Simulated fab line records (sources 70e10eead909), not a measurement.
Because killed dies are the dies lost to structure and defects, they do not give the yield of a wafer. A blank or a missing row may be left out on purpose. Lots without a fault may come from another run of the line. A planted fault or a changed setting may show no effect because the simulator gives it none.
Matching of chambers / flow nand-harc / 4 sister chambers for NHARC_P_GATE_ETCH_104 on rie-diel-06
The step etches the open film in CF4/CHF3, target depth 60 nm. 8 wafers are shown with their chamber, then 7 later ones without.

== WAFERS WITH THEIR CHAMBER ==
wafer=L457.1; chamber=1; drypump-motor-current-A (A)=5.5; showerhead-plenum-p-Torr (Torr)=1.48
wafer=L457.2; chamber=3; drypump-motor-current-A (A)=6.7; showerhead-plenum-p-Torr (Torr)=1.66
wafer=L464.4; chamber=3; drypump-motor-current-A (A)=6.6; showerhead-plenum-p-Torr (Torr)=1.65
wafer=L464.5; chamber=0; drypump-motor-current-A (A)=5.3; showerhead-plenum-p-Torr (Torr)=1.56
wafer=L465.1; chamber=2; drypump-motor-current-A (A)=5.0; showerhead-plenum-p-Torr (Torr)=1.66
wafer=L465.4; chamber=0; drypump-motor-current-A (A)=5.3; showerhead-plenum-p-Torr (Torr)=1.56
wafer=L469.1; chamber=2; drypump-motor-current-A (A)=5.0; showerhead-plenum-p-Torr (Torr)=1.65
wafer=L469.3; chamber=1; drypump-motor-current-A (A)=5.4; showerhead-plenum-p-Torr (Torr)=1.48

== WAFERS WITH NO CHAMBER GIVEN ==
wafer=L469.6; drypump-motor-current-A (A)=5.4; showerhead-plenum-p-Torr (Torr)=1.48
wafer=L471.1; drypump-motor-current-A (A)=5.3; showerhead-plenum-p-Torr (Torr)=1.56
wafer=L471.2; drypump-motor-current-A (A)=5.0; showerhead-plenum-p-Torr (Torr)=1.65
wafer=L471.4; drypump-motor-current-A (A)=5.4; showerhead-plenum-p-Torr (Torr)=1.48
wafer=L472.2; drypump-motor-current-A (A)=5.0; showerhead-plenum-p-Torr (Torr)=1.65
wafer=L472.3; drypump-motor-current-A (A)=6.6; showerhead-plenum-p-Torr (Torr)=1.65
wafer=L472.6; drypump-motor-current-A (A)=5.5; showerhead-plenum-p-Torr (Torr)=1.48

== THE CHAMBER EACH PASSED THROUGH ==
wafer=L469.6; from the rows above=1; in truth=1
wafer=L471.1; from the rows above=0; in truth=0
wafer=L471.2; from the rows above=2; in truth=2
wafer=L471.4; from the rows above=1; in truth=1
wafer=L472.2; from the rows above=2; in truth=2
wafer=L472.3; from the rows above=3; in truth=3
wafer=L472.6; from the rows above=1; in truth=1
7 of 7 placed correctly. Number that these rows cannot place: 0. Placed wrongly: 0.
How it was worked out, from the rows above alone: a wafer's distance from a chamber is the root of the sum, over the readings, of the square of ((its reading less the chamber's mean) divided by the reading's scatter). If the next closest chamber is less than 2 further off than the closest, the wafer can't be placed; otherwise it belongs to the closest. The mean given for a chamber averages the wafers shown for that chamber. The scatter: take each reading less its chamber's mean, square it, sum over the shown wafers, divide by the number of wafers less the number of chambers, and take the root.
